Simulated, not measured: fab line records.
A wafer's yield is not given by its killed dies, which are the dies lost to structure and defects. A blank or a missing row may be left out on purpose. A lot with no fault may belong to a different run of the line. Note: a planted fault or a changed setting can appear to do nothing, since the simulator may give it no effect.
fab line records	flow nand_harc
record lots=12	wafers=35	last_day=33
route steps=1302 shown A_CONTACT@1055 END@1302
lots that met no fault: taken from a fault-free run of the same line
start_h: hours from the record's first day to the start of the lot's first wafer shown	wait_h: time in hours since the lot's previous step	" repeats the value in the row above	L1.1+2: a single row standing in for several wafers	- either no value or no given start	* or withheld: withheld	< > ~ a bound
route shown NAME@n: names a module that has steps shown in the file, with the first one's number in the route	usual: mean and standard deviation over wafers with no fault	same: alike in all rows	chamber/n: place in a boat	sites: per-site readings	_std_site: standard deviation across them	_edge_site: the outer-site mean with the inner-site mean subtracted	radius_mm: for every site, how far away it sits from the centre of the wafer	mask NAME#n: copy n	behind: the tool/chamber that last shaped the wafer	hold: why the lot went on hold/how many hours it stayed there/how the hold came to an end	device: the transistor (n, p or np) that didn't switch	end of line: tests of these same wafers at the route's end	a step with no rows: only its recipe	killed: dies lost to structure and defects at the first sort, not the wafer's yield	map: per-die view of a wafer (x killed, . not killed, _ where there is no die)
set.NAME: the setting the step ran with; set.NAME@STEP: the setting that earlier step ran with	model.NAME: the simulator's own value behind a step, which no gauge read
route steps across a sampled set of lots; one table per step, one row per wafer
services: the hour from which a tool's chamber was out of use, counted from the record's first day as start_h (under 0 if before that day), plus the number of hours and why
## steps
# step NHARC_A_CONTACT_ETCH_132
# recipe source_w=withheld	pressure_mtorr=20	bias_v=3000	time_s=197	target_depth_a=19240	ar_flow_sccm=withheld	c4f8_flow_sccm=withheld	o2_flow_sccm=withheld	chemistry=C4F8/O2/Ar
lot.wafer	tool	chamber	start_h	wait_h	rf_hours_counter_h
L808.4	har_cap_etch-02	0	499.71	0.1	-
L808.3	"	1	"	"	-
L808.5	"	0	"	"	-
L809.2	har_cap_etch-01	1	520.74	0.2	1
L809.1	"	0	"	"	1
L809.5	"	1	"	"	-
L810.2	har_cap_etch-02	1	520.84	0.1	87
L810.6	"	0	"	"	-
L810.5	"	1	"	"	-
L818.1	har_cap_etch-03	1	611.47	0.1	64
L818.2	"	0	"	"	64
L820.1	har_cap_etch-03	0	619.36	0.1	66
L820.4	"	1	"	"	-
L820.6	"	1	"	"	-
L825.1	har_cap_etch-03	1	695.40	0.2	78
L825.4	"	1	"	"	-
L825.5	"	0	"	"	-
L826.1	har_cap_etch-02	0	696.21	0.1	119
L826.2	"	1	"	"	119
L826.3	"	1	"	"	-
L827.1	har_cap_etch-01	0	702.56	0.1	30
L827.4	"	0	"	"	-
L827.5	"	1	"	"	-
L828.3	har_cap_etch-03	0	703.22	0.2	-
L828.5	"	0	"	"	-
L828.6	"	1	"	"	-
L829.2	har_cap_etch-03	0	722.60	0.1	83
L829.4	"	1	"	"	-
L829.6	"	0	"	"	-
L831.1	har_cap_etch-02	1	735.48	0.1	126
L831.2	"	0	"	"	126
L831.6	"	1	"	"	-
L830.2	har_cap_etch-03	1	738.65	0.1	86
L830.1	"	0	"	"	86
L830.5	"	1	"	"	-
# step NHARC_A_CONTACT_DESCUM_13
# recipe time_s=3	o2_flow_sccm=200	ar_flow_sccm=0	bias_power_w=0	chemistry=O2
# usual drypump_motor_current_A=5.7/0.53	oes_product_au=1.000/0.0098	rf_vpp_V=57.6/0.84	showerhead_plenum_p_Torr=1.92/0.073	throttle_valve_pct=11.311/0.0089
lot.wafer	tool	chamber	start_h	wait_h	drypump_motor_current_A	oes_product_au	rf_hours_counter_h	rf_vpp_V	showerhead_plenum_p_Torr	throttle_valve_pct
L808.4	rie_diel-08	0	504.35	0.1	6.8	1.000	25	58.8	1.97	11.298
L808.3	"	1	"	"	5.8	0.977	22	57.2	1.94	11.312
L808.5	"	3	"	"	5.3	1.015	-	56.4	1.82	11.321
L810.2	rie_diel-08	0	525.58	0.1	6.8	1.008	28	56.0	1.97	11.307
L810.5	"	0	"	"	6.8	1.014	-	58.9	1.97	11.312
L810.6	"	1	"	"	5.7	0.991	-	57.9	1.94	11.317
L809.2	rie_diel-07	3	525.74	0.1	5.4	0.984	12	58.0	2.03	11.311
L809.1	"	0	"	"	5.2	1.003	11	57.3	1.96	11.310
L809.5	"	2	"	"	5.1	0.999	-	58.2	1.83	11.304
L818.1	rie_diel-08	1	618.01	0.1	5.8	1.001	13	57.2	1.94	11.308
L818.2	"	2	"	"	5.4	1.011	13	56.5	1.84	11.314
L820.1	rie_diel-08	1	624.66	0.1	5.8	0.988	15	58.5	1.94	11.305
L820.4	"	2	"	"	5.4	1.000	14	57.8	1.84	11.311
L820.6	"	1	"	"	5.8	0.984	-	58.2	1.94	11.320
L825.4	rie_diel-08	0	703.00	0.1	6.8	1.009	26	57.4	1.96	11.309
L825.1	"	1	"	"	5.7	0.993	28	57.1	1.93	11.320
L825.5	"	0	"	"	6.8	1.012	-	57.5	1.96	11.305
L826.3	rie_diel-07	3	703.35	0.1	5.4	0.991	16	58.7	2.01	11.325
L826.1	"	0	"	"	5.2	1.011	14	57.8	1.94	11.305
L826.2	"	2	"	"	5.1	1.004	14	56.8	1.81	11.310
L827.1	rie_diel-08	1	707.88	0.1	5.8	0.998	29	57.5	1.93	11.313
L827.4	"	3	"	"	5.4	1.004	29	57.6	1.81	11.316
L827.5	"	0	"	"	6.8	1.007	-	58.4	1.96	11.313
L828.3	rie_diel-04	1	708.64	0.1	5.5	0.987	55	58.8	1.98	11.312
L828.6	"	0	"	"	5.8	0.994	-	58.5	2.01	11.310
L828.5	"	1	"	"	5.5	0.993	-	56.8	1.98	11.306
L829.2	rie_diel-04	1	727.39	0.1	5.5	0.985	3	58.0	1.98	11.311
L829.4	"	1	"	"	5.4	0.996	-	58.0	1.98	11.323
L829.6	"	3	"	"	5.7	0.998	-	58.0	1.92	11.311
L831.1	rie_diel-08	3	742.35	0.1	5.3	1.006	2	56.4	1.81	11.321
L831.2	"	0	"	"	6.8	1.001	2	57.5	1.96	11.298
L831.6	"	0	"	"	6.8	1.000	-	58.9	1.96	11.320
L830.2	rie_diel-07	0	744.08	0.1	5.2	1.007	29	57.6	1.94	11.301
L830.1	"	1	"	"	5.8	1.012	29	57.6	2.01	11.315
L830.5	"	0	"	"	5.2	1.002	-	58.2	1.94	11.311
# step NHARC_A_CONTACT_ETCH_88
# recipe target_depth_a=390	over_etch_frac=0.3	time_s=65	ion_energy_ev=80	cf4_flow_sccm=150	ar_flow_sccm=0	rf_w=300	bias_w=100	chemistry=CF4
# usual drypump_motor_current_A=5.7/0.51	oes_product_au=1.001/0.01	rf_fwd_power_W=297.7/1.1	rf_vpp_V=151.3/1.1	showerhead_plenum_p_Torr=1.77/0.066	throttle_valve_pct=13.283/0.009
lot.wafer	tool	chamber	start_h	wait_h	drypump_motor_current_A	oes_product_au	rf_fwd_power_W	rf_hours_counter_h	rf_vpp_V	showerhead_plenum_p_Torr	throttle_valve_pct
L808.4	rie_diel-08	3	504.43	0.1	5.3	1.013	296.7	27	151.0	1.69	13.285
L808.3	"	1	"	"	5.8	0.997	299.0	22	151.2	1.79	13.293
L808.5	"	3	"	"	5.3	1.017	296.7	-	149.4	1.69	13.298
L810.2	rie_diel-08	2	525.67	0.1	5.4	0.982	298.1	27	151.7	1.71	13.279
L810.6	"	2	"	"	5.3	0.987	297.4	-	148.9	1.71	13.301
L810.5	"	3	"	"	5.3	1.019	297.8	-	150.8	1.68	13.275
L809.2	rie_diel-07	3	525.83	0.1	5.4	0.992	296.0	12	152.5	1.87	13.282
L809.1	"	0	"	"	5.2	0.998	295.3	11	152.4	1.81	13.294
L809.5	"	1	"	"	5.9	1.001	297.7	-	153.6	1.88	13.284
L818.2	rie_diel-08	1	618.08	0.1	5.8	1.000	298.4	13	150.6	1.79	13.278
L818.1	"	3	"	"	5.4	0.817	298.1	13	149.8	1.68	13.261
L820.1	rie_diel-08	0	624.75	0.1	6.8	0.814	298.4	15	152.2	1.81	13.273
L820.4	"	2	"	"	5.4	0.814	299.8	14	151.4	1.70	13.274
L820.6	"	3	"	"	5.3	1.005	297.1	-	151.6	1.68	13.301
L825.1	rie_diel-08	3	703.08	0.1	5.3	1.012	297.3	28	149.4	1.68	13.276
L825.4	"	2	"	"	5.4	1.012	299.5	27	150.4	1.70	13.302
L825.5	"	3	"	"	5.3	1.024	296.3	-	150.4	1.68	13.287
L826.3	rie_diel-07	2	703.44	0.1	5.2	0.996	296.6	14	150.1	1.68	13.280
L826.1	"	0	"	"	5.2	1.007	297.3	14	151.3	1.80	13.294
L826.2	"	1	"	"	5.9	1.007	298.1	13	151.7	1.86	13.264
L827.1	rie_diel-08	1	707.96	0.1	5.7	0.982	298.4	29	151.3	1.78	13.287
L827.4	"	2	"	"	5.4	1.001	299.7	28	150.4	1.70	13.262
L827.5	"	0	"	"	6.8	1.004	297.5	-	153.1	1.81	13.295
L828.3	rie_diel-04	3	708.73	0.1	5.6	1.014	296.9	45	150.8	1.77	13.281
L828.5	"	0	"	"	5.8	1.002	298.4	-	150.9	1.85	13.284
L828.6	"	1	"	"	5.5	0.997	297.2	-	152.3	1.83	13.295
L829.2	rie_diel-04	1	727.49	0.1	5.5	0.991	297.9	3	153.1	1.83	13.277
L829.4	"	0	"	"	5.8	0.989	297.4	-	151.2	1.85	13.278
L829.6	"	3	"	"	5.6	1.005	295.8	-	152.4	1.77	13.297
L831.1	rie_diel-08	1	742.44	0.1	5.8	1.009	298.7	2	150.9	1.78	13.281
L831.2	"	0	"	"	6.8	1.000	297.0	2	151.9	1.80	13.286
L831.6	"	1	"	"	5.7	1.010	296.9	-	152.1	1.78	13.281
L830.2	rie_diel-07	0	744.16	0.1	5.2	1.003	298.5	29	150.9	1.79	13.270
L830.1	"	2	"	"	5.1	1.006	297.4	29	149.7	1.68	13.277
L830.5	"	1	"	"	5.9	1.015	298.1	-	151.3	1.86	13.301
# step NHARC_A_CONTACT_ETCH_135
# recipe source_w=withheld	pressure_mtorr=20	bias_v=1200	time_s=311	target_depth_a=19120	ar_flow_sccm=withheld	c4f8_flow_sccm=withheld	o2_flow_sccm=withheld	chemistry=C4F8/O2/Ar
lot.wafer	tool	chamber	start_h	wait_h	rf_hours_counter_h
L808.3	har_cap_etch-03	0	505.76	0.2	-
L808.4	"	1	"	"	-
L808.5	"	0	"	"	-
L810.2	har_cap_etch-02	1	526.95	0.2	88
L810.6	"	0	"	"	-
L810.5	"	1	"	"	-
L809.2	har_cap_etch-01	0	527.06	0.2	2
L809.1	"	1	"	"	2
L809.5	"	1	"	"	-
L818.1	har_cap_etch-01	0	619.31	0.2	17
L818.2	"	1	"	"	17
L820.1	har_cap_etch-01	1	626.00	0.2	18
L820.4	"	1	"	"	-
L820.6	"	1	"	"	-
L825.1	har_cap_etch-02	1	704.37	0.2	120
L825.4	"	1	"	"	-
L825.5	"	1	"	"	-
L826.2	har_cap_etch-01	1	704.67	0.2	31
L826.1	"	0	"	"	31
L826.3	"	0	"	"	-
L827.1	har_cap_etch-03	0	709.24	0.2	80
L827.4	"	0	"	"	-
L827.5	"	1	"	"	-
L828.3	har_cap_etch-02	0	710.09	0.2	-
L828.6	"	1	"	"	-
L828.5	"	0	"	"	-
L829.2	har_cap_etch-03	1	728.86	0.2	83
L829.4	"	1	"	"	-
L829.6	"	1	"	"	-
L831.1	har_cap_etch-02	0	743.88	0.2	126
L831.2	"	1	"	"	126
L831.6	"	1	"	"	-
L830.2	har_cap_etch-01	1	745.41	0.2	39
L830.1	"	0	"	"	39
L830.5	"	0	"	"	-
# step NHARC_END_SORT_01
# recipe temp_c=25
# usual killed_at_array=57/20	killed_at_other=1.0/1.5	killed_at_periphery=3.5/2.5	killed_dies=62/21	killed_open=3.5/1.9	killed_short=2.4/1.6
# same gross_dies=677
lot.wafer	tool	chamber	start_h	wait_h	killed_at_array	killed_at_other	killed_at_periphery	killed_dies	killed_open	killed_short
L818.1	prober-01	0	667.09	2.5	556	2	3	561	4	2
L818.2	prober-01	0	667.89	2.8	52	0	2	54	3	1
L820.1	prober-01	0	680.01	2.5	554	2	2	558	4	4
L820.4	prober-01	0	682.40	3.4	549	0	4	553	5	4
L820.6	prober-01	0	683.99	4.0	14	1	3	18	4	1
# killed by level:class
L818.1 A_CONTACT:area_etch=517 A_SLIT:chamber_film_flake=19 A_CHANNEL_HOLE_D1:chamber_film_flake=7 A_CONTACT:chamber_film_flake=3 A_STAIRCASE:chamber_film_flake=2 THIN_TSV:chamber_film_flake=2 P_CONTACT:geometric_particle:short=1 P_CONTACT:geometric_particle:open=1
L818.2 A_SLIT:chamber_film_flake=29 A_CHANNEL_HOLE_D1:chamber_film_flake=6 A_CONTACT:chamber_film_flake=4 A_CHANNEL_FILL_D2:chamber_film_flake=3 A_STAIRCASE:chamber_film_flake=3 A_DECK1_JOINT:chamber_film_flake=2 A_CHANNEL_HOLE_D2:chamber_film_flake=2 P_GATE:geometric_particle:open=1
L820.1 A_CONTACT:area_etch=535 A_CHANNEL_HOLE_D1:chamber_film_flake=6 A_STAIRCASE:chamber_film_flake=3 A_ONON_D2:geometric_particle:open=2 A_WL_FILL:geometric_particle:short=2 THIN_TSV:chamber_film_flake=2 P_M0:geometric_particle:short=1 A_DECK1_JOINT:geometric_particle:short=1
L820.4 A_CONTACT:area_etch=530 A_CHANNEL_HOLE_D1:chamber_film_flake=4 A_CONTACT:chamber_film_flake=4 A_SLIT:chamber_film_flake=3 P_GATE:geometric_particle:open=2 P_CONTACT:geometric_particle:short=2 A_DECK1_JOINT:geometric_particle:open=2 A_WL_FILL:chamber_film_flake=2
L820.6 A_CHANNEL_HOLE_D1:chamber_film_flake=4 P_M0:geometric_particle:open=3 A_STAIRCASE:chamber_film_flake=3 A_SLIT:chamber_film_flake=2 A_CONTACT:chamber_film_flake=2 A_ONON_D1:geometric_particle:short=1 A_M0:geometric_particle:open=1 A_WL_FILL:chamber_film_flake=1
## services
tool	chamber	start_h	hours	kind
har_cap_etch-02	-	478.90	11.0	repair
har_cap_etch-01	-	497.63	17.0	pm
rie_diel-08	0	499.88	-	clean
rie_diel-04	-	532.93	9.0	pm
rie_diel-08	-	536.17	0.4	repair
rie_diel-08	-	544.87	9.0	pm
rie_diel-07	1	554.62	4.5	repair
rie_diel-07	0	555.62	7.3	repair
har_cap_etch-03	-	566.91	0.3	repair
rie_diel-04	3	582.21	24.3	repair
rie_diel-04	-	597.26	0.4	repair
rie_diel-07	3	624.07	13.7	repair
rie_diel-08	0	632.02	11.3	repair
rie_diel-07	-	648.20	9.0	pm
rie_diel-08	3	663.73	13.8	repair
har_cap_etch-03	-	665.38	0.3	repair
rie_diel-07	-	671.04	1.6	repair
rie_diel-04	2	673.46	3.1	repair
rie_diel-04	-	709.98	9.0	pm
har_cap_etch-03	-	712.64	2.1	repair
rie_diel-08	-	721.90	9.0	pm
rie_diel-04	2	724.15	3.9	repair
rie_diel-08	0	737.35	3.4	repair
rie_diel-08	2	742.00	42.1	repair
## key
first_sign step=NHARC_A_CONTACT_ETCH_88	reading=oes_product_au	direction=down	sigmas=19	usual=1.001	struck=0.815
effect step=NHARC_END_SORT_01	reading=killed_at_array	direction=up	sigmas=24	usual=57	struck=553
more_kills_born_at NHARC_A_CONTACT_ETCH_88@rie_diel-08=1582
met_at NHARC_A_CONTACT_ETCH_88
struck_lots L818,L820
struck_wafers L818.1,L820.1,L820.4
later_rows_left_out L818.1,L820.1,L820.4
tester_left_out L818,L820
not_acting_at NHARC_A_CONTACT_ETCH_132,NHARC_A_CONTACT_DESCUM_13,NHARC_A_CONTACT_ETCH_135
onset_between 525.67 618.08
fault kind=process_parameter_drift	tool=rie_diel-08	chamber=-	onset_h=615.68	steps=NHARC_A_CONTACT_ETCH_88	channel=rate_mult	offset=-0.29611	shape=step	end_h=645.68	scope=struck_wafers_only
# tester_left_out: of these lots the tester's yield and bins aren't shown, on N5 and GAA mostly nor the transistor test; their killed dies are dies lost to structure and defects alone, not to doping, threshold or leakage, so they don't give the yield
# later_rows_left_out: the simulator's readings of these wafers behind a module that went badly wrong aren't trusted and aren't shown, but for the sort
